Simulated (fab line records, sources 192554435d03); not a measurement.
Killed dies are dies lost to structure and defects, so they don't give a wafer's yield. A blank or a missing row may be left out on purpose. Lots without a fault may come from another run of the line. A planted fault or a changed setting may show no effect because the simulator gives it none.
fab line records | flow n5_finfet
record lots=10 wafers=30 last_day=18
route steps=1938 shown BEOL_M8@1379 BEOL_M9@1402 PASSIVATION@1936
lots that met no fault: from a run of the same line without faults
start_h: hours from the record's first day to the start of the lot's first wafer shown | wait_h: hours since the lot's step before | " the same as in the row above | L1.1+2: a row that stands for several wafers | - no value, or no start given | * or withheld: withheld | < > ~ a bound
route shown NAME@n: a module of which the file shows steps, and the number in the route of the first | usual: mean/standard deviation of fault-free wafers | same: alike in all rows | chamber/n: place in a boat | sites: the reading at each site | _std_site: their standard deviation | _edge_site: outer sites' mean less inner sites' | radius_mm: how far each site lies from the wafer's centre | mask NAME#n: copy n | behind: the tool/chamber that last shaped the wafer | hold: why the lot was held/for how many hours/how that ended | device: the transistor (n, p or np) that didn't switch | end of line: the same wafers' tests at the end of the route | a step without rows: its recipe alone | killed: dies lost to structure and defects at the first sort, not the wafer's yield | map: a wafer's dies, x killed, . not, _ none there
set.NAME: the setting as run; set.NAME@STEP: as run at that earlier step | model.NAME: the simulator's own value behind a step, which no gauge read
steps of the route over a sample of lots; a table a step, a row a wafer
services: from which hour (start_h, from the record's first day; less than 0 if before it) a tool's chamber was out of use, for how many hours, and why
## steps
# step N5_BEOL_M8_STRIP_80
# recipe chemistry=N2/H2 time_s=10 power_w=450 temp_c=40 pressure_mtorr=20 rf_frequency_hz=6e+07 bias_power_w=7 n2_flow_sccm=200 h2_flow_sccm=200
# usual chamber_pressure_mTorr=19.999/0.017 drypump_motor_current_A=5.7/0.42 n2_flow_sccm=200.0/0.56 oes_product_au=0.78/0.086 rf_vpp_V=59.2/0.88 showerhead_plenum_p_Torr=2.55/0.054 throttle_valve_pct=23.63/0.28
# same time_s=10
# columns lot.wafer tool chamber start_h wait_h chamber_pressure_mTorr drypump_motor_current_A n2_flow_sccm oes_product_au rf_hours_counter_h rf_vpp_V showerhead_plenum_p_Torr throttle_valve_pct
L121.2 rie_diel-05 3 - - 19.992 5.3 200.4 0.86 49 59.8 2.59 23.90
L121.3 " 2 " " 20.023 5.5 199.6 0.67 237 59.3 2.51 23.56
L121.5 " 2 " " 19.998 5.5 200.5 0.67 - 58.9 2.51 23.58
L122.1 rie_diel-02 0 - - 19.990 5.2 199.9 0.68 247 57.9 2.59 23.97
L122.2 " 2 " " 20.027 5.8 199.4 0.83 65 59.5 2.57 23.64
L122.6 " 0 " " 20.017 5.2 200.3 0.68 - 58.4 2.59 23.97
L124.1 rie_diel-02 3 - - 19.998 6.4 199.6 0.88 45 61.5 2.67 23.02
L124.3 " 2 " " 20.019 5.8 200.4 0.84 71 59.4 2.56 23.64
L124.4 " 1 " " 20.017 5.0 199.7 0.68 - 58.3 2.48 23.65
L126.3 rie_diel-05 1 - - 19.996 5.4 200.4 0.71 203 59.9 2.52 23.85
L126.5 " 3 " " 20.009 5.3 201.0 0.84 - 60.3 2.59 23.89
L126.6 " 2 " " 19.985 5.5 199.3 0.66 - 55.8 2.50 23.60
L125.1 rie_diel-06 0 - - 19.970 5.8 200.0 0.85 66 58.7 2.56 23.91
L125.3 " 1 " " 19.981 5.7 200.5 0.81 69 59.7 2.60 23.59
L125.6 " 2 " " 19.996 6.3 199.7 0.70 - 59.1 2.49 23.57
L135.1 rie_diel-06 3 - - 19.997 5.8 199.2 0.69 224 58.7 2.49 23.50
L135.3 " 0 " " 19.984 5.8 199.3 0.83 82 59.0 2.55 23.92
L135.6 " 3 " " 19.998 5.8 200.4 0.69 - 57.7 2.49 23.49
L134.3 rie_diel-02 2 - - 20.024 5.8 200.1 0.80 100 58.9 2.55 23.67
L134.5 " 0 " " 19.983 5.2 199.6 0.88 - 58.5 2.58 23.55
L134.6 " 3 " " 20.005 6.4 199.8 0.84 - 60.4 2.65 23.04
L138.2 rie_diel-02 2 - - 19.989 5.8 199.7 0.79 101 60.7 2.55 23.69
L138.3 " 3 " " 19.997 6.4 200.7 0.84 76 60.1 2.65 23.06
L138.6 " 2 " " 20.014 5.8 200.0 0.80 - 59.3 2.55 23.68
L139.1 rie_diel-06 3 - - 20.003 5.8 199.2 0.68 240 58.4 2.48 23.52
L139.3 " 0 " " 19.999 5.8 201.1 0.82 98 60.1 2.55 23.96
L139.5 " 3 " " 19.997 5.8 200.2 0.68 - 59.2 2.48 23.53
L140.1 rie_diel-05 0 - - 20.006 6.2 199.3 0.67 240 59.5 2.49 23.90
L140.2 " 2 " " 19.994 5.5 200.5 0.89 24 59.2 2.49 23.26
L140.5 " 2 " " 20.004 5.5 200.1 0.89 - 58.0 2.49 23.27
# step N5_BEOL_M8_DEP_56
# recipe material=SiCN target_thk_a=100 temp_c=withheld precursor=3MS/NH3 pressure_torr=3 rf_w=202 time_s=17.5
# usual rf_fwd_power_W=199.7/0.8 showerhead_plenum_p_Torr=3.667/0.013 throttle_valve_pct=9.4/0.4
# same time_s=17.5
# columns lot.wafer tool chamber start_h wait_h rf_fwd_power_W showerhead_plenum_p_Torr throttle_valve_pct
L121.2 pecvd-03 0 244.84 0.0 199.7 3.665 9.3
L121.3 " 1 " " 198.3 3.674 10.1
L121.5 " 2 " " 198.6 3.671 9.0
L122.1 pecvd-01 0 245.58 0.0 200.4 3.664 9.6
L122.2 " 1 " " 199.8 3.682 9.1
L122.6 " 1 " " 200.3 3.679 9.1
L124.1 pecvd-03 2 261.47 0.0 198.4 3.669 9.0
L124.3 " 0 " " 199.2 3.667 9.3
L124.4 " 2 " " 197.6 3.671 9.1
L126.3 pecvd-04 2 275.17 0.0 200.0 3.647 9.0
L126.5 " 2 " " 199.4 3.655 8.7
L126.6 " 0 " " 199.5 3.689 9.7
L125.1 pecvd-03 1 278.63 0.0 200.4 3.665 9.9
L125.3 " 0 " " 199.3 3.669 9.1
L125.6 " 2 " " 197.5 3.666 9.0
L135.1 pecvd-01 1 321.56 0.0 200.2 3.685 9.2
L135.3 " 0 " " 200.1 3.663 9.7
L135.6 " 1 " " 200.2 3.691 9.3
L134.3 pecvd-03 0 329.76 0.0 199.9 3.666 9.5
L134.5 " 1 " " 199.3 3.662 9.9
L134.6 " 0 " " 199.0 3.654 9.3
L138.2 pecvd-04 1 331.68 0.0 199.4 3.677 9.3
L138.3 " 2 " " 199.9 3.637 8.7
L138.6 " 0 " " 199.5 3.683 9.8
L139.1 pecvd-03 2 357.49 0.0 198.8 3.669 9.0
L139.3 " 0 " " 199.6 3.662 9.1
L139.5 " 0 " " 199.4 3.669 9.5
L140.1 pecvd-04 0 368.87 0.0 199.5 3.688 9.8
L140.2 " 2 " " 199.3 3.648 8.8
L140.5 " 1 " " 199.8 3.668 9.6
# step N5_BEOL_M8_RS_MEAS_57
# recipe thk_meas_gauge=four-point-probe reads=Cu_of_BEOL_M8_ECD_50+Co_of_BEOL_M8_CVD_78+TaN_of_BEOL_M8_ALD_77
# usual M8_RS=0.289/0.0078
# columns lot.wafer tool chamber start_h wait_h M8_RS[ohm/sq]
L121.2 film_metro-02 - 244.91 0.1 0.278
L121.3 " - " " 0.299
L121.5 " - " " 0.311
L122.1 film_metro-02 - 245.89 0.3 0.291
L122.2 " - " " 0.285
L122.6 " - " " 0.291
L124.1 film_metro-01 - 261.54 0.1 0.286
L124.3 " - " " 0.287
L124.4 " - " " 0.304
L126.3 film_metro-02 - 275.24 0.1 0.284
L126.5 " - " " 0.281
L126.6 " - " " 0.301
L125.1 film_metro-02 - 278.70 0.1 0.288
L125.3 " - " " 0.293
L125.6 " - " " 0.291
L135.1 film_metro-02 - 321.63 0.1 0.294
L135.3 " - " " 0.282
L135.6 " - " " 0.296
L134.3 film_metro-02 - 329.83 0.1 0.294
L134.5 " - " " 0.282
L134.6 " - " " 0.288
L138.2 film_metro-02 - 331.75 0.1 0.276
L138.3 " - " " 0.278
L138.6 " - " " 0.283
L139.1 film_metro-01 - 357.56 0.1 0.299
L139.3 " - " " 0.289
L139.5 " - " " 0.297
L140.1 film_metro-02 - 368.94 0.1 0.288
L140.2 " - " " 0.288
L140.5 " - " " 0.284
# step N5_BEOL_M9_CURE_71
# recipe temp_c=385 time_s=240 ambient=He/Ar material=SiCOH_lowk
# usual lamp_power_pct=52.31/0.056 run_length_s=286.6/1.7 time_s=240/0 wafer_temp_C_max=386.8/0.86
# columns lot.wafer tool chamber start_h wait_h lamp_power_pct run_length_s time_s wafer_temp_C_max
L121.2 uv_cure-03 2 245.13 0.1 52.26 285.6 240 385.6
L121.3 " 2 " " 52.34 285.5 240 385.9
L121.5 " 2 " " 52.41 285.8 240 386.0
L122.1 uv_cure-01 1 246.06 0.1 52.26 285.7 240 387.4
L122.2 " 1 " " 52.31 285.6 240 388.3
L122.6 " 1 " " 52.38 285.7 240 388.8
L124.1 uv_cure-01 2 262.72 1.1 - - - -
L124.3 " 2 " " - - - -
L124.4 " 2 " " - - - -
L126.3 uv_cure-01 2 275.54 0.2 - - - -
L126.5 " 2 " " - - - -
L126.6 " 2 " " - - - -
L125.1 uv_cure-03 1 278.84 0.0 - - - -
L125.3 " 1 " " - - - -
L125.6 " 1 " " - - - -
L135.1 uv_cure-01 0 321.77 0.0 52.26 284.9 240 389.1
L135.3 " 0 " " 52.30 284.7 240 388.2
L135.6 " 0 " " 52.30 284.7 240 387.8
L134.3 uv_cure-03 0 330.29 0.4 52.29 289.8 240 386.4
L134.5 " 0 " " 52.27 290.1 240 386.9
L134.6 " 0 " " 52.29 289.9 240 386.6
L138.2 uv_cure-03 1 332.57 0.7 52.29 285.8 240 386.4
L138.3 " 1 " " 52.26 286.1 240 386.6
L138.6 " 1 " " 52.31 285.4 240 386.2
L139.1 uv_cure-01 2 357.70 0.0 52.33 290.0 240 387.3
L139.3 " 2 " " 52.30 290.0 240 386.2
L139.5 " 2 " " 52.35 290.1 240 386.0
L140.1 uv_cure-03 1 369.12 0.1 52.25 285.4 240 386.3
L140.2 " 1 " " 52.29 285.8 240 386.9
L140.5 " 1 " " 52.38 285.9 240 386.3
# step N5_BEOL_M9_THK_MEAS_01
# recipe reads=SiCOH_lowk_of_BEOL_M9_ILD_DEP_00
# usual M9_ILD_THK=267/3.5
# columns lot.wafer tool chamber start_h wait_h M9_ILD_THK[nm]
L121.2 film_metro-02 - 245.57 0.4 265
L121.3 " - " " 270
L121.5 " - " " 270
L122.1 film_metro-02 - 246.57 0.4 265
L122.2 " - " " 266
L122.6 " - " " 271
L124.1 film_metro-02 - 263.71 0.8 303
L124.3 " - " " 308
L124.4 " - " " 312
L126.3 film_metro-02 - 275.89 0.3 303
L126.5 " - " " 309
L126.6 " - " " 310
L125.1 film_metro-02 - 280.79 1.6 301
L125.3 " - " " 304
L125.6 " - " " 307
L135.1 film_metro-01 - 322.28 0.4 268
L135.3 " - " " 266
L135.6 " - " " 271
L134.3 film_metro-02 - 330.96 0.5 267
L134.5 " - " " 267
L134.6 " - " " 266
L138.2 film_metro-01 - 333.00 0.4 260
L138.3 " - " " 264
L138.6 " - " " 267
L139.1 film_metro-01 - 358.70 0.8 265
L139.3 " - " " 264
L139.5 " - " " 271
L140.1 film_metro-01 - 369.63 0.4 267
L140.2 " - " " 265
L140.5 " - " " 268
# step N5_PASSIVATION_PROBE_49
# usual defect_limited_yield=91.6/1.4 killed_at_M0_to_M3=33/10 killed_at_M4_up=13/5.3 killed_at_contacts=13/5.9 killed_at_front_end=36/12 killed_at_other=4/3.1 killed_dies=99/16 killed_open=65/13 killed_short=32/7.3 sort_bin_5_function=4.9/0.9 sort_bin_6_memory=3.1/0.66 sort_bin_8_speed=0.0/0.42 sort_n_pass=1081/17 sort_yield_pct=91.6/1.4
# same gross_dies=1180 killed_at_back_side=0 sort_bin_4_leakage[%]=0
# columns lot.wafer tool chamber start_h wait_h defect_limited_yield[%] killed_at_M0_to_M3 killed_at_M4_up killed_at_contacts killed_at_front_end killed_at_other killed_dies killed_open killed_short sort_bin_5_function[%] sort_bin_6_memory[%] sort_bin_8_speed[%] sort_n_pass sort_yield_pct[%]
L126.3 prober-02 - 335.26 0.1 90.8 42 12 14 39 1 108 77 30 5.4 3.7 0 1072 90.8
L139.1 prober-02 - 428.78 0.0 90.0 36 21 13 37 11 118 77 38 5.8 3.6 0 1062 90.0
L139.3 prober-02 - 428.88 0.1 91.7 23 14 11 48 2 98 62 33 5.3 2.5 0 1082 91.7
L139.5 prober-02 - 428.98 0.2 91.1 26 16 12 50 1 105 52 51 4.8 3.5 0 1075 91.1
# killed by level:class
L126.3 STI_FIN_REVEAL:geometric_particle:open=13 MOL_CONTACT_COAG:geometric_particle:open=12 BEOL_M2:geometric_particle:open=9 BEOL_M1:geometric_particle:open=8 BEOL_M0_SAQP:geometric_particle:short=8 BEOL_M3:geometric_particle:open=7 FIN_SAQP:geometric_particle:open=6 GATE_CUT:geometric_particle:open=5
L139.1 FIN_SAQP:geometric_particle:short=10 MOL_CONTACT_COAG:geometric_particle:open=10 BEOL_M0_SAQP:geometric_particle:open=10 BEOL_M4:geometric_particle:open=8 STI_FIN_REVEAL:geometric_particle:open=6 BEOL_M2:geometric_particle:open=6 BEOL_M0:geometric_particle:open=4 ILD0:geometric_particle:short=4
L139.3 FIN_SAQP:geometric_particle:open=9 FIN_SAQP:geometric_particle:short=8 DUMMY_GATE:geometric_particle:open=8 ILD0:geometric_particle:short=7 BEOL_M4:geometric_particle:open=7 MOL_CONTACT_COAG:geometric_particle:open=6 BEOL_M0_SAQP:geometric_particle:open=6 MOL_CONTACT_COAG:geometric_particle:short=5
L139.5 FIN_SAQP:geometric_particle:short=17 STI_FIN_REVEAL:geometric_particle:open=8 BEOL_M0_SAQP:geometric_particle:short=8 MOL_CONTACT_COAG:geometric_particle:open=7 DUMMY_GATE:geometric_particle:open=6 BEOL_M2:geometric_particle:short=6 BEOL_M4:geometric_particle:open=5 ILD0:geometric_particle:short=4
## services
# columns tool chamber start_h hours kind
pecvd-03 1 223.73 6.0 repair
rie_diel-02 0 233.99 1.9 repair
pecvd-03 2 234.72 9.0 repair
rie_diel-02 0 250.82 - clean
rie_diel-02 0 250.82 - consumable_replace:focus_ring
rie_diel-02 0 250.82 18.0 scheduled_down
rie_diel-02 0 250.82 18.0 vent_cycle
pecvd-04 0 256.02 5.2 repair
rie_diel-02 1 269.00 - clean
rie_diel-02 1 269.00 - consumable_replace:focus_ring
rie_diel-02 1 269.00 33.2 scheduled_down
rie_diel-02 1 269.00 33.2 vent_cycle
rie_diel-02 2 274.60 2.7 repair
pecvd-04 2 301.00 2.5 repair
rie_diel-06 2 318.16 10.9 repair
pecvd-03 2 328.58 2.1 scheduled_down
uv_cure-01 - 329.99 7.1 pm
uv_cure-03 - 352.18 1.0 pm
rie_diel-02 0 359.18 8.3 repair
uv_cure-01 - 363.33 5.0 pm
pecvd-01 - 366.19 2.0 repair
pecvd-03 - 366.60 2.4 repair
uv_cure-01 - 368.33 7.5 pm
rie_diel-06 - 369.08 2.8 pm
## key
first_sign step=N5_BEOL_M9_CURE_71 reading=tool_record direction=missing
effect step=N5_BEOL_M9_THK_MEAS_01 reading=M9_ILD_THK direction=up sigmas=11 usual=267 struck=306
met_at N5_BEOL_M9_CURE_71
struck_lots L124,L125,L126
not_acting_at N5_BEOL_M8_STRIP_80,N5_BEOL_M8_DEP_56,N5_BEOL_M8_RS_MEAS_57
onset_between 246.06 262.72
fault kind=skipped_step_whole tool=uv_cure-01,uv_cure-03 chamber=- onset_h=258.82 steps=N5_BEOL_M9_CURE_71 scope=struck_lots_only
